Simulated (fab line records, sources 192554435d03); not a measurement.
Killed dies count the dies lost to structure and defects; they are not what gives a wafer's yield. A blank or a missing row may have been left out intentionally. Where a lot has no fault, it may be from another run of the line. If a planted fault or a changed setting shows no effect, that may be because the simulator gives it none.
Lot-split experiment -- flow n5-finfet -- on a route of 1938 steps: 7 lots, 21 wafers read

== THE SPLIT ITSELF ==
At N5_GATE_CUT_ETCH_58 (etches SiNx in CH3F/O2, target depth 17 nm, time 128.6 s), the setting bias-w was moved away from the recipe's 21 W on 6 of the 21 wafers read, by -16.7% to +10.6%. The other wafers ran this setting at the recipe's value.

The reading is taken at the split's own step.

== THE READING ==
rf-vpp-V, in V, at N5_GATE_CUT_ETCH_58 (etches SiNx in CH3F/O2, target depth 17 nm, time 128.6 s). A value of 99.2 V with a standard deviation of 0.91 V is what fault-free wafers of this fab line usually give.

wafer,"tool, chamber at the split","bias-w as run, W",against the recipe,"rf-vpp-V, V",against lot-mates on the recipe
L075.2,"rie-diel-05, 1",19.64,-6.5%,93.3,-6.0
L075.5,"rie-diel-05, 1",21,recipe,100.2,-
L075.6,"rie-diel-05, 0",21,recipe,98.3,-
L076.2,"rie-diel-02, 0",22.21,+5.8%,103.7,+5.3
L076.4,"rie-diel-02, 1",21,recipe,98.3,-
L076.6,"rie-diel-02, 0",21,recipe,98.6,-
L084.3,"rie-diel-02, 0",21,recipe,100.7,-
L084.4,"rie-diel-02, 3",17.5,-16.7%,88.4,-11.5
L084.5,"rie-diel-02, 1",21,recipe,99.1,-
L088.3,"rie-diel-02, 0",21,recipe,100.1,-
L088.4,"rie-diel-02, 2",21,recipe,99.8,-
L088.5,"rie-diel-02, 2",23.23,+10.6%,104.0,+4.1
L091.3,"rie-diel-02, 2",21,recipe,99.8,-
L091.5,"rie-diel-02, 2",18.02,-14.2%,89.0,-10.7
L091.6,"rie-diel-02, 3",21,recipe,99.5,-
L093.2,"rie-diel-05, 0",21,recipe,100.7,-
L093.3,"rie-diel-05, 1",21,recipe,98.2,-
L093.4,"rie-diel-05, 3",17.69,-15.8%,88.9,-10.5
L095.2,"rie-diel-03, 0",21,recipe,97.0,-
L095.3,"rie-diel-03, 3",21,recipe,98.3,-
L095.5,"rie-diel-03, 0",21,recipe,97.3,-

FIT RESULTS
A straight line over all 21 wafers: rf-vpp-V changes by +0.646 V for each +1% of bias-w; r = +0.96; the points scatter about the line by 1.2 V.
The same after taking each lot's own level away (the mean of its wafers on the recipe; 21 wafers): +0.669 V for each +1%; r = +0.97; scatter 1.1 V.
The reading moves by 11 V for the largest change in bias-w, on that fit.
The lots' own levels span 97.53 to 99.95 V, that is 2.7 times the standard deviation above.
The two slopes agree, so the slope changes little with the lot-to-lot level.
Check: -11.3 V against its lot-mates is what the line predicts for one of the wafers moved furthest among these (-16.7%) when that wafer is left out of the fit. Against them it came out at -11.5 V.
Tool readings at the split's step, against how far the setting was moved: rf-vpp-V r = +0.96.

== OTHER SPLITS APPLIED TO THESE WAFERS ==
Other splits were also applied to these wafers ahead of the reading. Each is held against what the fit with the lots' levels taken away leaves over:
other split on the same wafers,wafers away from the commonest value,r with rf-vpp-V (lot level and that fit taken away)
N5_HKMG_FIN_EXPOSE_46 dose-mj,5,+0.02
N5_HKMG_FIN_ETCH_55 time-s,8,-0.18

== THE WHOLE CHAIN: every reading that the file lists as answering this split, in the file's order ==
step,what it does,reading,change (the file's fit),r (the file's)
N5_GATE_CUT_ETCH_58,"etches SiNx in CH3F/O2, target depth 17 nm, time 128.6 s",rf-vpp-V,+0.678 V for each +1% of the setting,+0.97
N5_GATE_CUT_ETCH_58,"etches SiNx in CH3F/O2, target depth 17 nm, time 128.6 s","etch.depth-nm (the simulator's own value, which no gauge read)",+0.0756 nm for each +1% of the setting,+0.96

== FILE'S OWN FIT ==
rf-vpp-V changes by +0.678 V for each +1% of bias-w, r = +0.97.
